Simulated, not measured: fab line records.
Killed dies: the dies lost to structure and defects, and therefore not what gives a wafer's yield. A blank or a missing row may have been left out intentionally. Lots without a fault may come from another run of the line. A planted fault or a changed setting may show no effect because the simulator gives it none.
What tool caused it? ; flow nand_harc ; 11 lots, 33 wafers sampled, at 6 steps of a route of 1302

== WHAT EACH GAUGE READ, for each wafer ==
NHARC_P_GATE_CD_MEAS_91: the cd target is 2000 nm.
lot;measured;on;cd_nm (nm)
L284;day 5 20:30;cd_sem-03;2003.8 2003.4 2003.9
L285;day 6 01:52;cd_sem-02;2000.4 2002.5 2000.1
L287;day 7 02:45;cd_sem-03;1999.2 1999.3 1998.1
L292;day 8 22:27;cd_sem-01;1920.2 1918.6 1918.6
L300;day 12 07:13;cd_sem-03;2001.5 2000.9 2002.2
L301;day 12 19:28;cd_sem-01;2001.4 2003.4 2004.6
L302;day 13 11:13;cd_sem-03;2000.6 1999.4 1999.6
L303;day 13 12:22;cd_sem-03;2000.9 2001.7 2001.0
L304;day 13 22:53;cd_sem-02;2004.0 2002.1 2003.7
L305;day 14 15:22;cd_sem-02;2004.1 2005.9 2002.9
L307;day 15 03:14;cd_sem-03;2001.8 2002.5 2001.5

NHARC_END_SORT_01.
lot;measured;on;killed_at_array;killed_at_other;killed_at_periphery;killed_dies;killed_open;killed_short
L292;day 28 01:02;prober-02;75;2;1;78;2;3

== WHICH TOOL RAN EACH LOT (tool, then ch and the chambers of the sampled wafers, then the start) ==
lot;NHARC_P_GATE_STRIP_108;NHARC_P_GATE_STRIP_101;NHARC_P_GATE_EXPOSE_88;NHARC_P_GATE_DESCUM_93
L284;rie_diel-11 ch 1,2,3, day 5 06:10;rie_diel-11 ch 0,2, day 5 16:21;krf_scanner-02 ch 0, day 5 20:20;rie_diel-04 ch 0,2, day 5 20:41
L285;rie_diel-11 ch 2,3, day 5 11:41;rie_diel-11 ch 2,3, day 5 21:52;krf_scanner-02 ch 0, day 6 01:43;rie_diel-11 ch 0,1, day 6 02:01
L287;rie_diel-04 ch 0,2,3, day 6 12:07;rie_diel-11 ch 1,2,3, day 6 22:26;krf_scanner-02 ch 0, day 7 02:35;rie_diel-04 ch 0,3, day 7 02:56
L292;rie_diel-06 ch 1,2, day 8 07:37;rie_diel-11 ch 1,2,3, day 8 18:19;krf_scanner-01 ch 0, day 8 22:17;rie_diel-06 ch 0,1, day 8 22:37
L300;rie_diel-04 ch 0,2,3, day 11 16:34;rie_diel-06 ch 0,2,3, day 12 02:46;krf_scanner-01 ch 0, day 12 07:03;rie_diel-06 ch 0,1,2, day 12 07:23
L301;rie_diel-06 ch 0,1,3, day 12 04:54;rie_diel-06 ch 1,2,3, day 12 15:01;krf_scanner-02 ch 0, day 12 19:19;rie_diel-06 ch 0,1,2, day 12 19:38
L302;rie_diel-11 ch 0,2,3, day 12 13:02;rie_diel-04 ch 1,2,3, day 13 01:17;krf_scanner-01 ch 0, day 13 11:04;rie_diel-04 ch 1,2,3, day 13 11:23
L303;rie_diel-11 ch 0,3, day 12 20:43;rie_diel-06 ch 1,2,3, day 13 06:58;krf_scanner-01 ch 0, day 13 12:13;rie_diel-06 ch 0,2,3, day 13 12:32
L304;rie_diel-06 ch 0,3, day 13 08:35;rie_diel-11 ch 1,2, day 13 18:50;krf_scanner-01 ch 0, day 13 22:44;rie_diel-04 ch 1,2,3, day 13 23:04
L305;rie_diel-11 ch 0,2,3, day 13 22:34;rie_diel-11 ch 0,2, day 14 10:58;krf_scanner-01 ch 0, day 14 15:12;rie_diel-06 ch 0,2, day 14 15:32
L307;rie_diel-04 ch 0,1,3, day 14 12:41;rie_diel-11 ch 0,3, day 14 22:55;krf_scanner-03 ch 0, day 15 03:05;rie_diel-11 ch 0,2, day 15 03:24
- NHARC_P_GATE_STRIP_108: strips in O2.
- NHARC_P_GATE_STRIP_101: strips in O2, time 20 s.
- NHARC_P_GATE_EXPOSE_88: exposes mask P HVN, target cd 2000 nm.
- NHARC_P_GATE_DESCUM_93: chemistry O2, time 3 s.

== WHAT THE TOOLS THEMSELVES READ (means of the sampled wafers that have a number; where no wafer has one, the mark that the record gives instead) ==
NHARC_P_GATE_STRIP_108.
lot;tool;drypump_motor_current_A (A);oes_product_au (a.u.);rf_vpp_V (V);showerhead_plenum_p_Torr (Torr);throttle_valve_pct (%)
L284;rie_diel-11;5.3;0.994;57.9;3.49;17.039
L285;rie_diel-11;5.5;0.994;57.7;3.39;17.042
L287;rie_diel-04;6.1;1.009;57.5;3.55;17.042
L292;rie_diel-06;5.3;0.995;58.0;3.49;17.035
L300;rie_diel-04;6.1;0.993;58.5;3.55;17.037
L301;rie_diel-06;5.3;0.988;58.4;3.63;17.041
L302;rie_diel-11;5.7;0.993;57.0;3.49;17.032
L303;rie_diel-11;5.8;0.997;57.8;3.47;17.033
L304;rie_diel-06;5.8;0.995;58.2;3.67;17.035
L305;rie_diel-11;5.6;0.989;58.7;3.49;17.028
L307;rie_diel-04;5.8;0.989;57.6;3.56;17.044

NHARC_P_GATE_STRIP_101.
lot;tool;drypump_motor_current_A (A);oes_product_au (a.u.);rf_vpp_V (V);showerhead_plenum_p_Torr (Torr);throttle_valve_pct (%)
L284;rie_diel-11;5.6;1.002;58.5;3.63;17.040
L285;rie_diel-11;5.6;0.992;57.3;3.37;17.038
L287;rie_diel-11;5.3;0.992;58.8;3.49;17.039
L292;rie_diel-11;5.3;0.992;57.5;3.49;17.039
L300;rie_diel-06;5.8;0.995;57.8;3.57;17.029
L301;rie_diel-06;5.3;1.000;58.4;3.52;17.036
L302;rie_diel-04;5.8;0.995;58.5;3.55;17.047
L303;rie_diel-06;5.3;0.995;58.8;3.52;17.034
L304;rie_diel-11;5.0;1.002;57.4;3.62;17.040
L305;rie_diel-11;5.5;0.982;58.8;3.51;17.040
L307;rie_diel-11;5.7;0.991;58.1;3.61;17.039

NHARC_P_GATE_DESCUM_93.
lot;tool;drypump_motor_current_A (A);oes_product_au (a.u.);rf_vpp_V (V);showerhead_plenum_p_Torr (Torr);throttle_valve_pct (%)
L284;rie_diel-04;5.7;1.003;57.4;1.89;11.316
L285;rie_diel-11;5.4;0.998;58.3;2.04;11.307
L287;rie_diel-04;6.5;0.995;58.1;1.96;11.318
L292;rie_diel-06;5.4;0.994;57.7;1.96;11.302
L300;rie_diel-06;5.8;1.003;57.9;1.92;11.307
L301;rie_diel-06;5.8;1.000;57.4;1.92;11.316
L302;rie_diel-04;5.8;0.995;57.6;1.93;11.315
L303;rie_diel-06;5.8;1.000;58.6;1.94;11.316
L304;rie_diel-04;5.8;0.995;58.0;1.93;11.304
L305;rie_diel-06;6.2;0.997;58.0;1.88;11.303
L307;rie_diel-11;5.5;0.981;57.4;1.90;11.304

== THE ANSWER, worked out from the rows above alone ==
Rule: what is usual is taken from the lots themselves. The widest of any qualifying gaps counts: lots, ordered by their means at a reading, are off when they make up no more than a third of the lots, leave a main group of 4 or more, and stand apart from it by 3 or more times the standard deviation of that group's means. Not used: any main group whose means are identical at the precision the tables above print for the reading. Also off: a lot with no number at a reading for which 4 or more lots have one. Where the step has rows for the other lots, those lots are counted as sound. The gauges are gone through in route order, then the tools' own readings, and for those a lot's mean is taken as printed above. The first step at which some lot is off is used, and at that step the reading that is off furthest; a lot without a number counts as furthest.
Off: L292 (NHARC_P_GATE_CD_MEAS_91, cd_nm). Mean 2001.9 nm and standard deviation 1.6 in the main group.
A tool fits if, at a process step before that reading, it ran every lot that is off, and no sound lot after the first of them. Those tools and the gauges at NHARC_P_GATE_CD_MEAS_91 are tried in the same way. Not one of the candidates tried fits.

== WHAT HAD BEEN PUT IN BY THE SIMULATOR ==
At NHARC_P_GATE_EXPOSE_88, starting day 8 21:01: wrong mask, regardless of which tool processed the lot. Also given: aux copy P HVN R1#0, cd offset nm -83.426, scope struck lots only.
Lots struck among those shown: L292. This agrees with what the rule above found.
